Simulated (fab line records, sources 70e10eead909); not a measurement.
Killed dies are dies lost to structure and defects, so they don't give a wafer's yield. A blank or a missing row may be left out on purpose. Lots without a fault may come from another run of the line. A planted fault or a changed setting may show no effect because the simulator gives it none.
fab line records | flow nand_harc
record lots=12 wafers=36 last_day=33
route steps=1302 shown A_M1@1200 A_BONDPAD@1216 END@1302
lots that met no fault: from a run of the same line without faults
start_h: hours from the record's first day to the start of the lot's first wafer shown | wait_h: hours since the lot's step before | " the same as in the row above | L1.1+2: a row that stands for several wafers | - no value, or no start given | * or withheld: withheld | < > ~ a bound
route shown NAME@n: a module of which the file shows steps, and the number in the route of the first | usual: mean/standard deviation of fault-free wafers | same: alike in all rows | chamber/n: place in a boat | sites: the reading at each site | _std_site: their standard deviation | _edge_site: outer sites' mean less inner sites' | radius_mm: how far each site lies from the wafer's centre | mask NAME#n: copy n | behind: the tool/chamber that last shaped the wafer | hold: why the lot was held/for how many hours/how that ended | device: the transistor (n, p or np) that didn't switch | end of line: the same wafers' tests at the end of the route | a step without rows: its recipe alone | killed: dies lost to structure and defects at the first sort, not the wafer's yield | map: a wafer's dies, x killed, . not, _ none there
set.NAME: the setting as run; set.NAME@STEP: as run at that earlier step | model.NAME: the simulator's own value behind a step, which no gauge read
steps of the route over a sample of lots; a table a step, a row a wafer
services: from which hour (start_h, from the record's first day; less than 0 if before it) a tool's chamber was out of use, for how many hours, and why
## steps
# step NHARC_A_M1_PRE_CLEAN_32
# recipe time_s=12 temp_c=370 rf_power_w=300 gas=NH3
# usual heater_power_w=602/67
# same time_s=12
# columns lot.wafer tool chamber start_h wait_h heater_power_w
L918.1 pecvd-02 1 546.90 0.1 500
L918.3 " 2 " " 666
L918.5 " 2 " " 656
L921.4 pecvd-01 2 548.68 0.1 614
L921.5 " 0 " " 632
L921.6 " 1 " " 640
L923.3 pecvd-02 2 560.80 0.1 637
L923.5 " 0 " " 701
L923.6 " 1 " " 541
L924.2 pecvd-02 2 579.07 0.1 575
L924.1 " 0 " " 657
L924.3 " 1 " " 528
L933.2 pecvd-02 1 682.67 0.1 540
L933.5 " 1 " " 533
L933.4 " 0 " " 726
L934.5 pecvd-03 2 699.10 0.1 671
L934.4 " 0 " " 581
L934.6 " 1 " " 533
L935.2 pecvd-03 0 699.62 0.1 607
L935.5 " 0 " " 628
L935.4 " 2 " " 786
L937.3 pecvd-01 0 716.22 0.1 553
L937.4 " 1 " " 591
L937.6 " 2 " " 474
L936.1 pecvd-02 2 720.64 0.1 663
L936.3 " 0 " " 639
L936.2 " 1 " " 531
L938.2 pecvd-01 2 732.17 0.1 504
L938.5 " 1 " " 636
L938.6 " 0 " " 556
L940.3 pecvd-02 0 739.78 0.1 600
L940.1 " 1 " " 529
L940.4 " 1 " " 533
L939.2 pecvd-03 0 745.98 0.1 546
L939.4 " 1 " " 550
L939.5 " 2 " " 789
# step NHARC_A_BONDPAD_OVL_MEAS_35
# usual overlay_x_nm=0/5.4 overlay_y_nm=1/6.8
# columns lot.wafer tool chamber start_h wait_h overlay_x_nm overlay_y_nm
L918.1 overlay-02 - 548.84 - -6 -4
L918.3 " - " " -6 -3
L918.5 " - " " -6 -3
L921.4 overlay-01 - 550.59 - -1 -3
L921.5 " - " " -1 -3
L921.6 " - " " -2 -3
L923.3 overlay-01 - 562.74 - 0 7
L923.5 " - " " -1 6
L923.6 " - " " 0 7
L924.1 overlay-01 - 581.01 - -4 8
L924.2 " - " " -3 8
L924.3 " - " " -4 8
L933.2 overlay-01 - 684.62 - 1 -2
L933.4 " - " " 2 -2
L933.5 " - " " 2 -3
L934.4 overlay-02 - 700.88 - 9 12
L934.5 " - " " 9 11
L934.6 " - " " 9 11
L935.2 overlay-02 - 701.57 - 4 -1
L935.4 " - " " 3 -1
L935.5 " - " " 3 -1
L937.3 overlay-02 - 718.13 - -3 9
L937.4 " - " " -2 10
L937.6 " - " " -3 10
L936.1 overlay-01 - 722.46 - 4 -9
L936.2 " - " " 4 -9
L936.3 " - " " 4 -9
L938.2 overlay-02 - 733.97 - 0 3
L938.5 " - " " 1 3
L938.6 " - " " 1 3
L940.1 overlay-02 - 741.73 - -5 -2
L940.3 " - " " -5 -2
L940.4 " - " " -5 -2
L939.2 overlay-01 - 747.76 - -10 -3
L939.4 " - " " -10 -3
L939.5 " - " " -9 -2
# step NHARC_A_BONDPAD_ETCH_12
# recipe target_depth_a=2200 time_s=110 chf3_flow_sccm=50 o2_flow_sccm=10 ar_flow_sccm=200 rf_w=500 bias_w=200 chemistry=CHF3/O2
# usual bias_w=200.0/0.59 chamber_pressure_mTorr=24.997/0.023 drypump_motor_current_A=5.6/0.53 oes_product_au=0.941/0.021 rf_vpp_V=371.1/2.5 showerhead_plenum_p_Torr=2.43/0.11 throttle_valve_pct=20.574/0.01 time_s=110/0
# columns lot.wafer tool chamber start_h wait_h bias_w chamber_pressure_mTorr drypump_motor_current_A oes_product_au rf_hours_counter_h rf_vpp_V showerhead_plenum_p_Torr throttle_valve_pct time_s
L918.3 rie_diel-05 1 549.14 - 200.4 24.978 6.1 0.982 5 370.0 2.35 20.558 110
L918.1 " 3 " " 200.9 25.007 6.2 0.956 5 373.3 2.58 20.570 110
L918.5 " 2 " " 200.0 24.988 5.2 0.968 - 366.6 2.29 20.572 110
L921.4 rie_diel-05 3 550.90 - 200.6 25.005 6.2 0.970 5 373.1 2.58 20.566 110
L921.5 " 3 " " 199.8 24.982 6.2 0.974 - 374.0 2.58 20.577 110
L921.6 " 0 " " 199.9 24.964 5.0 0.963 - 371.1 2.44 20.584 110
L923.3 rie_diel-05 0 563.07 - 199.7 25.038 5.0 0.920 5 371.0 2.44 20.581 110
L923.6 " 1 " " 200.1 25.003 6.1 0.934 - 371.0 2.35 20.597 110
L923.5 " 2 " " 200.2 25.025 5.2 0.924 - 367.3 2.29 20.567 110
L924.3 rie_diel-06 3 581.31 - 199.5 24.998 5.0 0.925 29 366.6 2.23 20.578 110
L924.2 " 0 " " 200.5 24.992 5.6 0.928 31 375.2 2.58 20.572 110
L924.1 " 1 " " 199.6 24.976 5.1 0.922 31 373.5 2.54 20.576 110
L933.2 rie_diel-05 0 684.92 - - - - - - - - - -
L933.4 " 1 " " - - - - - - - - -
L933.5 " 3 " " - - - - - - - - -
L934.4 rie_diel-05 0 701.18 - - - - - - - - - -
L934.5 " 0 " " - - - - - - - - -
L934.6 " 1 " " - - - - - - - - -
L935.2 rie_diel-05 1 701.88 - - - - - - - - - -
L935.4 " 2 " " - - - - - - - - -
L935.5 " 1 " " - - - - - - - - -
L937.3 rie_diel-05 1 718.46 - 198.9 25.022 6.1 0.921 4 371.0 2.35 20.576 110
L937.6 " 1 " " 200.0 24.982 6.1 0.925 - 372.0 2.35 20.575 110
L937.4 " 3 " " 200.4 24.975 6.2 0.921 - 374.1 2.57 20.583 110
L936.3 rie_diel-05 0 722.85 - 200.4 24.975 5.0 0.980 4 370.3 2.44 20.584 110
L936.1 " 1 " " 200.8 25.028 6.1 0.959 4 370.6 2.35 20.573 110
L936.2 " 2 " " 199.9 24.987 5.3 0.925 4 367.7 2.28 20.576 110
L938.2 rie_diel-05 3 734.27 - 199.1 25.001 6.2 0.932 4 374.5 2.57 20.576 110
L938.6 " 3 " " 200.8 25.009 6.2 0.926 - 375.3 2.57 20.581 110
L938.5 " 0 " " 199.9 24.980 5.0 0.929 - 371.5 2.44 20.579 110
L940.4 rie_diel-05 2 742.03 - 199.7 25.011 5.3 0.953 4 368.0 2.28 20.579 110
L940.1 " 3 " " 200.7 24.997 6.2 0.955 4 373.3 2.57 20.580 110
L940.3 " 1 " " 200.5 24.984 6.1 0.939 5 369.2 2.35 20.581 110
L939.2 rie_diel-06 1 748.07 - 200.1 25.026 5.1 0.907 27 373.1 2.52 20.575 110
L939.4 " 2 " " 200.3 24.962 4.8 0.916 28 374.5 2.57 20.576 110
L939.5 " 1 " " 200.0 24.981 5.1 0.906 - 373.4 2.52 20.581 110
# step NHARC_A_BONDPAD_ETCH_24
# recipe target_depth_a=300 over_etch_frac=0.3 time_s=72.99 ion_energy_ev=150 cf4_flow_sccm=50 n2_flow_sccm=100 ar_flow_sccm=150 rf_w=300 bias_w=100 chemistry=CF4/N2
# usual bias_w=100.01/0.28 cf4_flow_sccm=49.98/0.15 drypump_motor_current_A=5.5/0.46 oes_product_au=0.997/0.0088 rf_vpp_V=314.8/2.1 showerhead_plenum_p_Torr=2.66/0.11 throttle_valve_pct=19.794/0.0094
# same time_s=72.99
# columns lot.wafer tool chamber start_h wait_h bias_w cf4_flow_sccm drypump_motor_current_A oes_product_au rf_hours_counter_h rf_vpp_V showerhead_plenum_p_Torr throttle_valve_pct
L918.1 rie_diel-03 2 - - 100.17 49.95 5.5 1.007 17 315.5 2.67 19.790
L918.3 " 1 " " 100.41 50.01 6.0 0.998 18 313.5 2.68 19.785
L918.5 " 3 " " 100.33 50.12 5.4 1.007 - 315.8 2.76 19.811
L921.4 rie_diel-05 3 - - 99.88 50.21 6.2 1.003 5 318.5 2.81 19.795
L921.5 " 0 " " 99.82 49.99 5.0 1.007 - 316.0 2.67 19.796
L921.6 " 1 " " 100.09 49.95 6.1 1.002 - 313.2 2.57 19.781
L923.3 rie_diel-03 2 - - 100.26 50.18 5.5 1.009 20 313.1 2.67 19.801
L923.5 " 0 " " 100.20 50.05 5.0 0.996 - 312.0 2.52 19.794
L923.6 " 1 " " 100.10 49.74 6.0 0.988 - 314.0 2.68 19.800
L924.2 rie_diel-06 1 - - 100.17 50.05 5.2 0.982 31 316.3 2.78 19.802
L924.3 " 3 " " 100.19 49.93 5.0 1.010 29 311.1 2.45 19.807
L924.1 " 0 " " 99.86 50.05 5.7 0.984 31 318.2 2.82 19.790
L933.4 rie_diel-06 0 - - 100.45 49.80 5.7 0.991 4 318.2 2.81 19.800
L933.2 " 3 " " 100.15 49.80 5.0 0.999 5 316.6 2.83 19.790
L933.5 " 0 " " 99.93 49.98 5.6 0.994 - 317.5 2.81 19.787
L934.4 rie_diel-05 3 - - 100.07 50.32 6.2 0.987 3 317.1 2.81 19.808
L934.6 " 3 " " 100.06 50.26 6.2 0.999 - 315.7 2.81 19.799
L934.5 " 0 " " 99.91 50.14 5.0 0.999 - 315.6 2.67 19.797
L935.4 rie_diel-05 1 - - 100.18 49.59 6.1 1.001 3 314.0 2.57 19.783
L935.2 " 3 " " 100.25 49.97 6.2 1.002 3 317.2 2.81 19.797
L935.5 " 2 " " 100.24 50.15 5.3 0.993 - 310.7 2.50 19.794
L937.3 rie_diel-05 3 718.88 0.2 100.84 50.08 6.2 0.992 4 318.5 2.81 19.795
L937.6 " 0 " " 99.70 49.87 5.0 1.013 - 313.8 2.67 19.807
L937.4 " 1 " " 100.30 50.15 6.1 1.003 - 313.8 2.57 19.791
L936.3 rie_diel-05 0 - - 100.12 50.10 5.0 0.998 4 315.8 2.67 19.779
L936.2 " 1 " " 100.41 49.90 6.1 1.005 4 312.4 2.57 19.783
L936.1 " 3 " " 99.46 49.97 6.2 1.004 4 316.1 2.81 19.795
L938.2 rie_diel-03 2 - - 99.66 49.90 5.5 0.990 16 314.7 2.66 19.799
L938.5 " 2 " " 99.96 49.91 5.5 0.988 - 315.8 2.66 19.789
L938.6 " 3 " " 100.21 49.79 5.4 0.999 - 317.1 2.75 19.784
L940.3 rie_diel-05 2 - - 100.14 50.00 5.2 0.992 4 313.4 2.50 19.787
L940.4 " 3 " " 100.10 49.88 6.2 1.000 5 318.1 2.81 19.784
L940.1 " 1 " " 99.65 49.95 6.1 0.992 5 312.4 2.57 19.791
L939.4 rie_diel-03 0 - - 100.07 50.40 5.0 1.009 19 310.7 2.50 19.788
L939.2 " 1 " " 99.75 49.86 6.0 1.003 17 316.6 2.67 19.779
L939.5 " 0 " " 99.95 49.89 5.0 1.004 - 311.4 2.50 19.805
# step NHARC_END_SORT_01
# recipe temp_c=25
# usual defect_limited_yield=90.1/2.6 killed_at_array=63/17 killed_at_other=0.8/1.1 killed_at_periphery=3.5/3 killed_dies=67/17 killed_open=3.1/1.6 killed_short=2.6/1.4
# same gross_dies=677
# columns lot.wafer tool chamber start_h wait_h hold defect_limited_yield[%] killed_at_array killed_at_other killed_at_periphery killed_dies killed_open killed_short
L918.1 prober-02 0 580.63 2.5 - 88.9 70 0 5 75 3 1
L918.3 prober-02 0 582.22 3.1 - 88.3 75 1 3 79 4 6
L918.5 prober-02 0 583.80 3.7 - 89.1 72 0 2 74 7 4
L921.4 prober-01 0 582.95 3.4 - 87.3 85 0 1 86 2 0
L921.5 prober-01 0 583.74 3.7 - 88.6 74 0 3 77 3 2
L921.6 prober-01 0 584.54 4.0 - 89.4 69 0 3 72 2 4
L923.3 prober-01 0 597.77 3.1 - 95.3 27 0 5 32 2 5
L923.5 prober-01 0 599.37 3.7 - 96.2 19 1 6 26 5 2
L923.6 prober-01 0 600.17 4.0 - 96.5 17 0 7 24 2 2
L924.1 prober-02 0 613.84 2.5 - 93.5 39 0 5 44 2 4
L924.2 prober-02 0 614.64 2.8 - 91.3 56 0 3 59 3 2
L924.3 prober-02 0 615.45 3.1 - 92.8 46 0 3 49 3 3
L933.2 prober-02 0 716.33 2.8 await_dispo/1.1h/scrap 0 673 2 2 677 5 2
L933.4 prober-02 0 717.92 3.4 await_dispo/1.1h/scrap 0 668 2 7 677 1 3
L933.5 prober-02 0 718.71 3.7 await_dispo/1.1h/scrap 0 673 1 3 677 2 3
L935.2 prober-01 0 732.87 2.8 await_dispo/1.9h/scrap 0 670 0 7 677 2 4
L935.4 prober-01 0 734.46 3.4 await_dispo/1.9h/scrap 0 674 1 2 677 3 3
L935.5 prober-01 0 735.25 3.7 await_dispo/1.9h/scrap 0 674 2 1 677 3 6
L934.4 prober-02 0 734.46 3.4 await_dispo/1.8h/scrap 0 671 0 6 677 3 2
L934.5 prober-02 0 735.26 3.7 await_dispo/1.8h/scrap 0 676 0 1 677 5 3
L934.6 prober-02 0 736.06 4.0 await_dispo/1.8h/scrap 0 673 0 4 677 1 4
L937.3 prober-01 0 752.73 3.1 - 87.7 81 1 1 83 3 4
L937.4 prober-01 0 753.55 3.4 - 85.4 98 1 0 99 5 1
L937.6 prober-01 0 755.18 4.1 - 84.8 102 0 1 103 5 2
L936.1 prober-01 0 758.98 2.5 - 90.7 61 0 2 63 6 3
L936.2 prober-01 0 759.77 2.8 - 91.7 54 0 2 56 4 2
L936.3 prober-01 0 760.57 3.1 - 91.4 57 0 1 58 2 4
L940.1 prober-01 0 771.05 2.5 - 91.0 59 2 0 61 4 5
L940.3 prober-01 0 772.66 3.1 - 91.7 53 1 2 56 2 0
L940.4 prober-01 0 773.47 3.4 - 92.2 44 5 4 53 4 2
L938.2 prober-02 0 771.91 2.8 - 90.3 61 1 4 66 6 4
L938.5 prober-02 0 774.34 3.7 - 89.1 72 0 2 74 1 5
L938.6 prober-02 0 775.15 4.1 - 90.5 59 0 5 64 2 3
L939.2 prober-01 0 779.66 2.8 - 90.7 61 0 2 63 0 2
L939.4 prober-01 0 781.26 3.4 - 91.6 56 0 1 57 3 5
L939.5 prober-01 0 782.06 3.7 - 89.1 68 0 6 74 5 3
# killed by level:class
L918.1 A_CHANNEL_HOLE_D1:chamber_film_flake=29 A_CHANNEL_HOLE_D2:chamber_film_flake=25 A_STAIRCASE:chamber_film_flake=9 A_CONTACT:chamber_film_flake=4 P_ZERO_WELL:chamber_film_flake=2 P_M2:chamber_film_flake=2 P_CONTACT:geometric_particle:open=1 A_CHANNEL_HOLE_D1:geometric_particle:open=1
L918.3 A_CHANNEL_HOLE_D2:chamber_film_flake=27 A_CHANNEL_HOLE_D1:chamber_film_flake=25 A_STAIRCASE:chamber_film_flake=7 A_CONTACT:chamber_film_flake=5 A_DECK1_JOINT:geometric_particle:short=2 P_M2:chamber_film_flake=2 A_CHANNEL_FILL_D2:chamber_film_flake=2 A_SOURCE_PLATE:geometric_particle:open=1
L921.4 A_CHANNEL_HOLE_D2:chamber_film_flake=33 A_SLIT:chamber_film_flake=28 A_STAIRCASE:chamber_film_flake=6 A_CONTACT:unspecified=5 A_CHANNEL_HOLE_D1:chamber_film_flake=4 A_CONTACT:chamber_film_flake=3 A_M1:chamber_film_flake=2 A_SOURCE_PLATE:geometric_particle:open=1
L921.5 A_CHANNEL_HOLE_D2:chamber_film_flake=33 A_SLIT:chamber_film_flake=20 A_STAIRCASE:chamber_film_flake=6 A_CONTACT:unspecified=4 A_CONTACT:chamber_film_flake=3 A_CHANNEL_HOLE_D1:chamber_film_flake=2 A_M1:chamber_film_flake=2 P_CONTACT:geometric_particle:open=1
L918.5 A_CHANNEL_HOLE_D2:chamber_film_flake=27 A_CHANNEL_HOLE_D1:chamber_film_flake=25 A_STAIRCASE:chamber_film_flake=7 A_CONTACT:chamber_film_flake=3 P_M0:geometric_particle:open=1 A_ONON_D1:geometric_particle:open=1 A_ONON_D1:geometric_particle:short=1 A_CHANNEL_FILL_D1:geometric_particle:open=1
L921.6 A_CHANNEL_HOLE_D2:chamber_film_flake=32 A_SLIT:chamber_film_flake=21 A_STAIRCASE:chamber_film_flake=5 A_ONON_D1:geometric_particle:short=2 A_WL_FILL:chamber_film_flake=2 P_GATE:geometric_particle:open=1 A_CHANNEL_FILL_D1:geometric_particle:short=1 A_CHANNEL_FILL_D1:geometric_particle:open=1
L923.3 A_CHANNEL_HOLE_D2:chamber_film_flake=11 A_DECK1_JOINT:chamber_film_flake=4 P_STI:chamber_film_flake=3 A_CONTACT:chamber_film_flake=2 P_CONTACT:geometric_particle:open=1 A_ONON_D1:geometric_particle:short=1 A_CHANNEL_FILL_D1:geometric_particle:short=1 A_CHANNEL_HOLE_D2:geometric_particle:open=1
L923.5 A_CHANNEL_HOLE_D2:chamber_film_flake=9 P_STI:chamber_film_flake=3 A_CHANNEL_HOLE_D1:chamber_film_flake=3 P_GATE:chamber_film_flake=2 P_CONTACT:geometric_particle:open=1 A_DECK1_JOINT:geometric_particle:open=1 A_ONON_D2:geometric_particle:short=1 A_CHANNEL_FILL_D2:geometric_particle:open=1
L923.6 A_CHANNEL_HOLE_D2:chamber_film_flake=7 A_CHANNEL_HOLE_D1:chamber_film_flake=4 P_STI:chamber_film_flake=3 P_GATE:chamber_film_flake=2 A_CONTACT:chamber_film_flake=2 P_GATE:geometric_particle:open=1 P_CONTACT:geometric_particle:open=1 A_CHANNEL_FILL_D1:geometric_particle:short=1
L924.1 A_CHANNEL_HOLE_D2:chamber_film_flake=26 A_CHANNEL_HOLE_D1:chamber_film_flake=4 A_CONTACT:chamber_film_flake=2 P_GATE:geometric_particle:open=1 P_CONTACT:geometric_particle:open=1 P_M0:geometric_particle:short=1 A_CHANNEL_FILL_D1:geometric_particle:short=1 A_CHANNEL_HOLE_D2:geometric_particle:short=1
L924.2 A_CHANNEL_HOLE_D2:chamber_film_flake=34 A_CONTACT:chamber_film_flake=7 A_CHANNEL_HOLE_D1:chamber_film_flake=6 A_DECK1_JOINT:geometric_particle:short=2 A_DECK1_JOINT:chamber_film_flake=2 P_GATE:geometric_particle:open=1 A_CHANNEL_HOLE_D2:geometric_particle:open=1 A_CHANNEL_FILL_D2:geometric_particle:open=1
L924.3 A_CHANNEL_HOLE_D2:chamber_film_flake=26 A_CHANNEL_HOLE_D1:chamber_film_flake=6 A_CONTACT:chamber_film_flake=4 A_DECK1_JOINT:chamber_film_flake=2 P_M0:geometric_particle:short=1 A_ONON_D2:geometric_particle:open=1 A_STAIRCASE:geometric_particle:short=1 A_WL_FILL:geometric_particle:short=1
L933.2 A_BONDPAD:area_etch=612 A_CHANNEL_HOLE_D2:chamber_film_flake=19 A_CONTACT:chamber_film_flake=15 A_CHANNEL_HOLE_D1:chamber_film_flake=10 A_SLIT:chamber_film_flake=8 A_ZERO_WELL:chamber_film_flake=2 THIN_TSV:chamber_film_flake=2 P_CONTACT:geometric_particle:short=1
L933.4 A_BONDPAD:area_etch=617 A_CHANNEL_HOLE_D2:chamber_film_flake=21 A_CHANNEL_HOLE_D1:chamber_film_flake=11 A_SLIT:chamber_film_flake=5 A_CONTACT:chamber_film_flake=5 P_ZERO_WELL:chamber_film_flake=3 A_STAIRCASE:chamber_film_flake=2 THIN_TSV:chamber_film_flake=2
L933.5 A_BONDPAD:area_etch=622 A_CONTACT:chamber_film_flake=15 A_CHANNEL_HOLE_D2:chamber_film_flake=14 A_CHANNEL_HOLE_D1:chamber_film_flake=11 A_STAIRCASE:chamber_film_flake=4 A_SLIT:chamber_film_flake=3 P_BONDPAD:chamber_film_flake=2 P_CONTACT:geometric_particle:open=1
L935.2 A_BONDPAD:area_etch=624 A_CHANNEL_HOLE_D1:chamber_film_flake=27 A_CONTACT:chamber_film_flake=7 A_STAIRCASE:chamber_film_flake=6 A_DECK1_JOINT:chamber_film_flake=3 P_M0:geometric_particle:short=2 P_GATE:geometric_particle:short=1 P_CONTACT:geometric_particle:open=1
L935.4 A_BONDPAD:area_etch=622 A_CHANNEL_HOLE_D1:chamber_film_flake=34 A_CONTACT:chamber_film_flake=6 A_STAIRCASE:chamber_film_flake=5 A_SLIT:chamber_film_flake=2 P_GATE:geometric_particle:short=1 P_M1:geometric_particle:open=1 A_ONON_D1:geometric_particle:open=1
L934.4 A_BONDPAD:area_etch=614 A_SLIT:chamber_film_flake=24 A_CHANNEL_HOLE_D2:chamber_film_flake=16 A_CHANNEL_HOLE_D1:chamber_film_flake=7 A_CONTACT:chamber_film_flake=7 A_STAIRCASE:chamber_film_flake=3 P_GATE:geometric_particle:open=1 P_GATE:geometric_particle:short=1
L935.5 A_BONDPAD:area_etch=609 A_CHANNEL_HOLE_D1:chamber_film_flake=35 A_STAIRCASE:chamber_film_flake=9 A_CONTACT:chamber_film_flake=7 A_SLIT:chamber_film_flake=3 A_ONON_D1:geometric_particle:short=2 A_DECK1_JOINT:chamber_film_flake=2 THIN_TSV:chamber_film_flake=2
L934.5 A_BONDPAD:area_etch=607 A_SLIT:chamber_film_flake=35 A_CHANNEL_HOLE_D2:chamber_film_flake=21 A_CHANNEL_HOLE_D1:chamber_film_flake=6 A_M0:geometric_particle:open=2 P_M0:geometric_particle:open=1 A_CHANNEL_FILL_D1:geometric_particle:short=1 A_DECK1_JOINT:geometric_particle:short=1
L934.6 A_BONDPAD:area_etch=597 A_SLIT:chamber_film_flake=37 A_CHANNEL_HOLE_D2:chamber_film_flake=22 A_CHANNEL_HOLE_D1:chamber_film_flake=7 A_CONTACT:chamber_film_flake=4 P_STI:chamber_film_flake=2 A_CHANNEL_FILL_D1:geometric_particle:short=1 A_ONON_D2:geometric_particle:short=1
L937.3 A_CHANNEL_HOLE_D1:chamber_film_flake=27 A_SLIT:chamber_film_flake=27 A_BLC:chamber_film_flake=10 A_CONTACT:chamber_film_flake=5 A_WL_FILL:chamber_film_flake=3 A_STAIRCASE:chamber_film_flake=2 P_M0:geometric_particle:open=1 A_ONON_D1:geometric_particle:short=1
L937.4 A_SLIT:chamber_film_flake=35 A_CHANNEL_HOLE_D1:chamber_film_flake=30 A_CHANNEL_HOLE_D2:chamber_film_flake=11 A_BLC:chamber_film_flake=7 A_DECK1_JOINT:chamber_film_flake=3 A_STAIRCASE:chamber_film_flake=3 A_CONTACT:chamber_film_flake=3 A_ONON_D1:geometric_particle:short=1
L937.6 A_CHANNEL_HOLE_D1:chamber_film_flake=35 A_SLIT:chamber_film_flake=29 A_CONTACT:chamber_film_flake=12 A_CHANNEL_HOLE_D2:chamber_film_flake=7 A_STAIRCASE:chamber_film_flake=5 A_BLC:chamber_film_flake=5 A_M0:geometric_particle:open=2 A_WL_FILL:chamber_film_flake=2
L936.1 A_CHANNEL_HOLE_D2:chamber_film_flake=25 A_CHANNEL_HOLE_D1:chamber_film_flake=9 A_STAIRCASE:chamber_film_flake=8 A_SLIT:chamber_film_flake=6 A_CONTACT:chamber_film_flake=2 P_CONTACT:geometric_particle:open=1 A_CHANNEL_FILL_D1:geometric_particle:open=1 A_CHANNEL_FILL_D1:geometric_particle:short=1
L936.2 A_CHANNEL_HOLE_D2:chamber_film_flake=23 A_CHANNEL_HOLE_D1:chamber_film_flake=14 A_CONTACT:chamber_film_flake=4 A_STAIRCASE:chamber_film_flake=3 A_SLIT:chamber_film_flake=3 A_DECK1_JOINT:geometric_particle:open=2 P_M2:geometric_particle:short=1 A_ONON_D1:geometric_particle:open=1
L936.3 A_CHANNEL_HOLE_D2:chamber_film_flake=24 A_CHANNEL_HOLE_D1:chamber_film_flake=9 A_STAIRCASE:chamber_film_flake=8 A_SLIT:chamber_film_flake=7 A_DECK1_JOINT:chamber_film_flake=3 P_M0:geometric_particle:open=1 A_SOURCE_PLATE:geometric_particle:short=1 A_CHANNEL_FILL_D1:geometric_particle:short=1
L940.1 A_CHANNEL_HOLE_D2:chamber_film_flake=22 A_CHANNEL_HOLE_D1:chamber_film_flake=15 A_CONTACT:chamber_film_flake=6 A_SLIT:chamber_film_flake=4 A_CHANNEL_HOLE_D1:geometric_particle:open=2 A_SOURCE_PLATE:geometric_particle:short=1 A_ONON_D1:geometric_particle:short=1 A_ONON_D2:geometric_particle:open=1
L938.2 A_CHANNEL_HOLE_D2:chamber_film_flake=28 A_CHANNEL_HOLE_D1:chamber_film_flake=9 A_CONTACT:chamber_film_flake=8 A_SLIT:chamber_film_flake=5 P_GATE:chamber_film_flake=4 A_ONON_D1:geometric_particle:open=3 A_CHANNEL_FILL_D1:geometric_particle:short=2 A_ONON_D1:geometric_particle:short=1
L940.3 A_CHANNEL_HOLE_D2:chamber_film_flake=22 A_CHANNEL_HOLE_D1:chamber_film_flake=13 A_SLIT:chamber_film_flake=9 A_CONTACT:chamber_film_flake=8 P_CONTACT:geometric_particle:open=1 P_M1:geometric_particle:open=1 A_DECK1_JOINT:chamber_film_flake=1 THIN_TSV:chamber_film_flake=1
L940.4 A_CHANNEL_HOLE_D2:chamber_film_flake=25 A_CHANNEL_HOLE_D1:chamber_film_flake=12 THIN_TSV:chamber_film_flake=5 A_CONTACT:chamber_film_flake=2 P_GATE:geometric_particle:short=1 P_CONTACT:geometric_particle:open=1 P_M0:geometric_particle:short=1 A_DECK1_JOINT:geometric_particle:open=1
L938.5 A_CHANNEL_HOLE_D2:chamber_film_flake=30 A_CHANNEL_HOLE_D1:chamber_film_flake=15 A_CONTACT:chamber_film_flake=11 A_SLIT:chamber_film_flake=5 A_STAIRCASE:chamber_film_flake=3 P_GATE:chamber_film_flake=2 A_DECK1_JOINT:geometric_particle:short=1 A_ONON_D2:geometric_particle:short=1
L938.6 A_CHANNEL_HOLE_D2:chamber_film_flake=31 A_CHANNEL_HOLE_D1:chamber_film_flake=11 A_STAIRCASE:chamber_film_flake=5 A_CONTACT:chamber_film_flake=5 P_GATE:chamber_film_flake=3 A_SGD_CUT:geometric_particle:short=2 A_SLIT:chamber_film_flake=2 P_M0:geometric_particle:open=1
L939.2 A_SLIT:chamber_film_flake=37 A_CHANNEL_HOLE_D1:chamber_film_flake=14 A_CHANNEL_HOLE_D2:chamber_film_flake=3 A_ZERO_WELL:chamber_film_flake=2 A_CONTACT:chamber_film_flake=2 A_CHANNEL_FILL_D1:geometric_particle:short=1 A_BLC:geometric_particle:short=1 P_GATE:chamber_film_flake=1
L939.4 A_SLIT:chamber_film_flake=31 A_CHANNEL_HOLE_D1:chamber_film_flake=14 A_WL_FILL:geometric_particle:open=3 A_WL_FILL:geometric_particle:short=2 A_CHANNEL_FILL_D1:geometric_particle:short=1 A_DECK1_JOINT:geometric_particle:short=1 A_CHANNEL_HOLE_D2:geometric_particle:short=1 P_GATE:chamber_film_flake=1
L939.5 A_SLIT:chamber_film_flake=39 A_CHANNEL_HOLE_D1:chamber_film_flake=16 P_GATE:chamber_film_flake=4 A_CHANNEL_FILL_D2:geometric_particle:open=3 A_DECK1_JOINT:chamber_film_flake=2 A_CONTACT:chamber_film_flake=2 P_M0:geometric_particle:open=1 A_ONON_D2:geometric_particle:short=1
## services
# columns tool chamber start_h hours kind
rie_diel-05 0 538.19 - clean
rie_diel-05 1 538.19 - clean
rie_diel-05 2 538.19 - clean
rie_diel-05 3 538.19 - clean
pecvd-03 2 542.28 12.3 repair
pecvd-03 - 547.17 13.0 pm
rie_diel-05 0 562.69 - clean
rie_diel-05 1 562.69 - clean
rie_diel-05 2 562.69 - clean
rie_diel-05 3 562.69 - clean
rie_diel-03 3 568.11 2.7 repair
rie_diel-05 - 583.69 9.0 pm
rie_diel-05 0 583.69 9.0 vent_cycle
rie_diel-05 1 583.69 9.0 vent_cycle
rie_diel-05 2 583.69 9.0 vent_cycle
rie_diel-05 3 583.69 9.0 vent_cycle
pecvd-02 - 589.13 13.0 pm
rie_diel-03 - 635.35 9.0 pm
pecvd-03 - 659.68 0.3 repair
rie_diel-06 - 661.27 9.0 pm
pecvd-03 - 670.45 1.5 repair
pecvd-01 - 673.28 13.0 pm
rie_diel-05 2 715.16 6.6 repair
pecvd-03 - 728.56 13.0 pm
## key
first_sign step=NHARC_A_BONDPAD_ETCH_12 reading=tool_record direction=missing
effect step=NHARC_END_SORT_01 reading=killed_at_array direction=up sigmas=35 usual=63 struck=672
more_kills_born_at NHARC_A_BONDPAD_ETCH_12@rie_diel-05=5524
met_at NHARC_A_BONDPAD_ETCH_12
struck_lots L933,L934,L935
later_rows_left_out L933.2,L933.4,L933.5,L934.4,L934.5,L934.6,L935.2,L935.4,L935.5
not_acting_at NHARC_A_M1_PRE_CLEAN_32,NHARC_A_BONDPAD_OVL_MEAS_35,NHARC_A_BONDPAD_ETCH_24
onset_between 563.07 684.92
fault kind=skipped_step_whole tool=rie_diel-05 chamber=- onset_h=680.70 steps=NHARC_A_BONDPAD_ETCH_12 scope=struck_lots_only
# later_rows_left_out: the simulator's readings of these wafers behind a module that went badly wrong aren't trusted and aren't shown, but for the sort
